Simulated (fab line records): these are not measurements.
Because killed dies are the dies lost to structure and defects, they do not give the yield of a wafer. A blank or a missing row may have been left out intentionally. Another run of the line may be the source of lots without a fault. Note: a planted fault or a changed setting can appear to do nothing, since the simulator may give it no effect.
Split-lot experiment || flow n5Finfet || 39 wafers read across 7 lots, on a route 1938 steps long

## THE SPLIT ITSELF
At N5_MOL_CONTACT_COAG_IMPLANT_129, the setting energyKev was moved away from the recipe's 3 on 12 of the 39 wafers read, by -26.4% to +9.8%. This setting was run at the recipe's value on the other wafers.

The split's own step is where the reading is taken.

## THE READING
implant.drpNm (the simulator's own value, which no gauge read), in nm, at N5_MOL_CONTACT_COAG_IMPLANT_129. The file gives no usual value for it.

{"wafer": "L074.3", "tool, chamber at the split": "implanter-01, 0", "energyKev as run": 3, "against the recipe": "recipe", "implant.drpNm, nm": 2.134, "against lot-mates on the recipe": "-"}
{"wafer": "L074.4", "tool, chamber at the split": "implanter-01, 0", "energyKev as run": 3, "against the recipe": "recipe", "implant.drpNm, nm": 2.134, "against lot-mates on the recipe": "-"}
{"wafer": "L074.6", "tool, chamber at the split": "implanter-01, 0", "energyKev as run": 3, "against the recipe": "recipe", "implant.drpNm, nm": 2.134, "against lot-mates on the recipe": "-"}
{"wafer": "L077.1", "tool, chamber at the split": "implanter-01, 0", "energyKev as run": 3.295, "against the recipe": "+9.8%", "implant.drpNm, nm": 2.262, "against lot-mates on the recipe": "+0.128"}
{"wafer": "L077.3", "tool, chamber at the split": "implanter-01, 0", "energyKev as run": 3.295, "against the recipe": "+9.8%", "implant.drpNm, nm": 2.262, "against lot-mates on the recipe": "+0.128"}
{"wafer": "L077.4", "tool, chamber at the split": "implanter-01, 0", "energyKev as run": 3.295, "against the recipe": "+9.8%", "implant.drpNm, nm": 2.262, "against lot-mates on the recipe": "+0.128"}
{"wafer": "L077.2", "tool, chamber at the split": "implanter-01, 0", "energyKev as run": 3, "against the recipe": "recipe", "implant.drpNm, nm": 2.134, "against lot-mates on the recipe": "-"}
{"wafer": "L077.5", "tool, chamber at the split": "implanter-01, 0", "energyKev as run": 3, "against the recipe": "recipe", "implant.drpNm, nm": 2.134, "against lot-mates on the recipe": "-"}
{"wafer": "L077.6", "tool, chamber at the split": "implanter-01, 0", "energyKev as run": 3, "against the recipe": "recipe", "implant.drpNm, nm": 2.134, "against lot-mates on the recipe": "-"}
{"wafer": "L084.1", "tool, chamber at the split": "implanter-01, 0", "energyKev as run": 2.574, "against the recipe": "-14.2%", "implant.drpNm, nm": 1.941, "against lot-mates on the recipe": -0.193}
{"wafer": "L084.3", "tool, chamber at the split": "implanter-01, 0", "energyKev as run": 2.574, "against the recipe": "-14.2%", "implant.drpNm, nm": 1.941, "against lot-mates on the recipe": -0.193}
{"wafer": "L084.4", "tool, chamber at the split": "implanter-01, 0", "energyKev as run": 2.574, "against the recipe": "-14.2%", "implant.drpNm, nm": 1.941, "against lot-mates on the recipe": -0.193}
{"wafer": "L084.2", "tool, chamber at the split": "implanter-01, 0", "energyKev as run": 3, "against the recipe": "recipe", "implant.drpNm, nm": 2.134, "against lot-mates on the recipe": "-"}
{"wafer": "L084.5", "tool, chamber at the split": "implanter-01, 0", "energyKev as run": 3, "against the recipe": "recipe", "implant.drpNm, nm": 2.134, "against lot-mates on the recipe": "-"}
{"wafer": "L084.6", "tool, chamber at the split": "implanter-01, 0", "energyKev as run": 3, "against the recipe": "recipe", "implant.drpNm, nm": 2.134, "against lot-mates on the recipe": "-"}
{"wafer": "L086.1", "tool, chamber at the split": "implanter-01, 0", "energyKev as run": 3, "against the recipe": "recipe", "implant.drpNm, nm": 2.134, "against lot-mates on the recipe": "-"}
{"wafer": "L086.4", "tool, chamber at the split": "implanter-01, 0", "energyKev as run": 3, "against the recipe": "recipe", "implant.drpNm, nm": 2.134, "against lot-mates on the recipe": "-"}
{"wafer": "L086.5", "tool, chamber at the split": "implanter-01, 0", "energyKev as run": 3, "against the recipe": "recipe", "implant.drpNm, nm": 2.134, "against lot-mates on the recipe": "-"}
{"wafer": "L086.2", "tool, chamber at the split": "implanter-01, 0", "energyKev as run": 2.571, "against the recipe": "-14.3%", "implant.drpNm, nm": 1.94, "against lot-mates on the recipe": -0.194}
{"wafer": "L086.3", "tool, chamber at the split": "implanter-01, 0", "energyKev as run": 2.571, "against the recipe": "-14.3%", "implant.drpNm, nm": 1.94, "against lot-mates on the recipe": -0.194}
{"wafer": "L086.6", "tool, chamber at the split": "implanter-01, 0", "energyKev as run": 2.571, "against the recipe": "-14.3%", "implant.drpNm, nm": 1.94, "against lot-mates on the recipe": -0.194}
{"wafer": "L088.1", "tool, chamber at the split": "implanter-02, 0", "energyKev as run": 3, "against the recipe": "recipe", "implant.drpNm, nm": 2.134, "against lot-mates on the recipe": "-"}
{"wafer": "L088.2", "tool, chamber at the split": "implanter-02, 0", "energyKev as run": 3, "against the recipe": "recipe", "implant.drpNm, nm": 2.134, "against lot-mates on the recipe": "-"}
{"wafer": "L088.3", "tool, chamber at the split": "implanter-02, 0", "energyKev as run": 3, "against the recipe": "recipe", "implant.drpNm, nm": 2.134, "against lot-mates on the recipe": "-"}
{"wafer": "L088.4", "tool, chamber at the split": "implanter-02, 0", "energyKev as run": 3, "against the recipe": "recipe", "implant.drpNm, nm": 2.134, "against lot-mates on the recipe": "-"}
{"wafer": "L088.5", "tool, chamber at the split": "implanter-02, 0", "energyKev as run": 3, "against the recipe": "recipe", "implant.drpNm, nm": 2.134, "against lot-mates on the recipe": "-"}
{"wafer": "L088.6", "tool, chamber at the split": "implanter-02, 0", "energyKev as run": 3, "against the recipe": "recipe", "implant.drpNm, nm": 2.134, "against lot-mates on the recipe": "-"}
{"wafer": "L091.1", "tool, chamber at the split": "implanter-01, 0", "energyKev as run": 3, "against the recipe": "recipe", "implant.drpNm, nm": 2.134, "against lot-mates on the recipe": "-"}
{"wafer": "L091.2", "tool, chamber at the split": "implanter-01, 0", "energyKev as run": 3, "against the recipe": "recipe", "implant.drpNm, nm": 2.134, "against lot-mates on the recipe": "-"}
{"wafer": "L091.3", "tool, chamber at the split": "implanter-01, 0", "energyKev as run": 3, "against the recipe": "recipe", "implant.drpNm, nm": 2.134, "against lot-mates on the recipe": "-"}
{"wafer": "L091.4", "tool, chamber at the split": "implanter-01, 0", "energyKev as run": 3, "against the recipe": "recipe", "implant.drpNm, nm": 2.134, "against lot-mates on the recipe": "-"}
{"wafer": "L091.5", "tool, chamber at the split": "implanter-01, 0", "energyKev as run": 3, "against the recipe": "recipe", "implant.drpNm, nm": 2.134, "against lot-mates on the recipe": "-"}
{"wafer": "L091.6", "tool, chamber at the split": "implanter-01, 0", "energyKev as run": 3, "against the recipe": "recipe", "implant.drpNm, nm": 2.134, "against lot-mates on the recipe": "-"}
{"wafer": "L093.1", "tool, chamber at the split": "implanter-01, 0", "energyKev as run": 3, "against the recipe": "recipe", "implant.drpNm, nm": 2.134, "against lot-mates on the recipe": "-"}
{"wafer": "L093.4", "tool, chamber at the split": "implanter-01, 0", "energyKev as run": 3, "against the recipe": "recipe", "implant.drpNm, nm": 2.134, "against lot-mates on the recipe": "-"}
{"wafer": "L093.5", "tool, chamber at the split": "implanter-01, 0", "energyKev as run": 3, "against the recipe": "recipe", "implant.drpNm, nm": 2.134, "against lot-mates on the recipe": "-"}
{"wafer": "L093.2", "tool, chamber at the split": "implanter-01, 0", "energyKev as run": 2.208, "against the recipe": "-26.4%", "implant.drpNm, nm": 1.766, "against lot-mates on the recipe": -0.368}
{"wafer": "L093.3", "tool, chamber at the split": "implanter-01, 0", "energyKev as run": 2.208, "against the recipe": "-26.4%", "implant.drpNm, nm": 1.766, "against lot-mates on the recipe": -0.368}
{"wafer": "L093.6", "tool, chamber at the split": "implanter-01, 0", "energyKev as run": 2.208, "against the recipe": "-26.4%", "implant.drpNm, nm": 1.766, "against lot-mates on the recipe": -0.368}

FIT RESULTS
A straight line over all 39 wafers: implant.drpNm changes by +0.0137 nm for each +1% of energyKev; r = +1.00; the points scatter about the line by 0.0026 nm.
The same after taking each lot's own level away (the mean of its wafers on the recipe; 39 wafers): +0.0137 nm for each +1%; r = +1.00; scatter 0.0026 nm.
On that fit, the largest move of energyKev shifts the reading by 0.36 nm.
The lots' own levels span 2.1340 to 2.1340 nm.
The two slopes agree, so the slope changes little with the lot-to-lot level.
Check: for one of the wafers moved furthest among these (-26.4%), held out of the fit, the line's prediction against its lot-mates is -0.362 nm. It came out at -0.368 nm against them.

## OTHER SPLITS APPLIED TO THESE WAFERS
Note: prior to the reading, these wafers also went through further splits. Each is held against what the fit with the lots' levels taken away leaves over:
{"other split on the same wafers": "N5_FIN_SAQP_HM_DEP_03 targetThkA", "wafers away from the commonest value": 12, "r with implant.drpNm (lot level and that fit taken away)": "+0.08"}
{"other split on the same wafers": "N5_FIN_SAQP_MANDREL_ETCH_22 targetDepthA", "wafers away from the commonest value": 18, "r with implant.drpNm (lot level and that fit taken away)": -0.34}
{"other split on the same wafers": "N5_FIN_CUT_CUT_ETCH_26 targetDepthA", "wafers away from the commonest value": 18, "r with implant.drpNm (lot level and that fit taken away)": -0.05}
{"other split on the same wafers": "N5_DUMMY_GATE_EXPOSE_12 doseMj", "wafers away from the commonest value": 12, "r with implant.drpNm (lot level and that fit taken away)": "+0.29"}
{"other split on the same wafers": "N5_DUMMY_GATE_ETCH_31 targetDepthA", "wafers away from the commonest value": 9, "r with implant.drpNm (lot level and that fit taken away)": "+0.11"}

## THE WHOLE CHAIN: every reading that the file lists as answering this split, in the file's order
{"step": "N5_MOL_CONTACT_COAG_IMPLANT_129", "what it does": "", "reading": "implant.rpNm (the simulator's own value, which no gauge read)", "change (the file's fit)": "+0.0352 nm for each +1% of the setting", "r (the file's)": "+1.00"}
{"step": "N5_MOL_CONTACT_COAG_IMPLANT_129", "what it does": "", "reading": "implant.drpNm (the simulator's own value, which no gauge read)", "change (the file's fit)": "+0.0137 nm for each +1% of the setting", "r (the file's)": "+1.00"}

## FILE'S OWN FIT
implant.drpNm changes by +0.0137 nm for each +1% of energyKev, r = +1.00.
